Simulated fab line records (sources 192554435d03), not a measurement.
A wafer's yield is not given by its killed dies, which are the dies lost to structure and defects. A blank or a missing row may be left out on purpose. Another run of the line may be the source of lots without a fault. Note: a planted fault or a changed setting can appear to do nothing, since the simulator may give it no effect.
Chamber matching / flow n5 finfet / rie diel-01 running N5_BEOL_M0_SAQP_SPACER1_ETCHBACK_99: 4 sister chambers
The step etches SiO2 in CHF3/O2, target depth 15.4 nm, time 7.7 s. 4 wafers are shown with their chamber, then 8 later ones without.

== EACH WAFER AND ITS CHAMBER ==
wafer=L083.2; chamber=2; showerhead plenum p Torr (Torr)=2.44
wafer=L083.3; chamber=0; showerhead plenum p Torr (Torr)=2.37
wafer=L083.4; chamber=3; showerhead plenum p Torr (Torr)=2.45
wafer=L087.2; chamber=1; showerhead plenum p Torr (Torr)=2.28

== WAFERS WITH NO CHAMBER GIVEN ==
wafer=L087.4; showerhead plenum p Torr (Torr)=2.37
wafer=L087.6; showerhead plenum p Torr (Torr)=2.37
wafer=L092.1; showerhead plenum p Torr (Torr)=2.28
wafer=L092.2; showerhead plenum p Torr (Torr)=2.37
wafer=L092.5; showerhead plenum p Torr (Torr)=2.28
wafer=L095.4; showerhead plenum p Torr (Torr)=2.45
wafer=L095.5; showerhead plenum p Torr (Torr)=2.43
wafer=L095.6; showerhead plenum p Torr (Torr)=2.37

== EACH ONE'S CHAMBER ==
wafer=L087.4; from the rows above=0; in truth=0
wafer=L087.6; from the rows above=0; in truth=0
wafer=L092.1; from the rows above=1; in truth=1
wafer=L092.2; from the rows above=0; in truth=0
wafer=L092.5; from the rows above=1; in truth=1
wafer=L095.4; from the rows above=3; in truth=3
wafer=L095.5; from the rows above=2; in truth=2
wafer=L095.6; from the rows above=0; in truth=0
Correct placement for 8 of the 8. Number that these rows cannot place: 0. Wrongly placed: 0.
How it was worked out, from the rows above alone: a wafer's distance from a chamber is the root of the sum, over the readings, of the square of ((its reading less the chamber's mean) divided by the reading's scatter). If the next closest chamber is less than 2 further off than the closest, the wafer can't be placed; otherwise it belongs to the closest. Each chamber's mean is taken over the wafers shown for it. The scatter: root of mean squared gap, hidden wafer to nearest shown wafer, with one shown wafer a chamber.
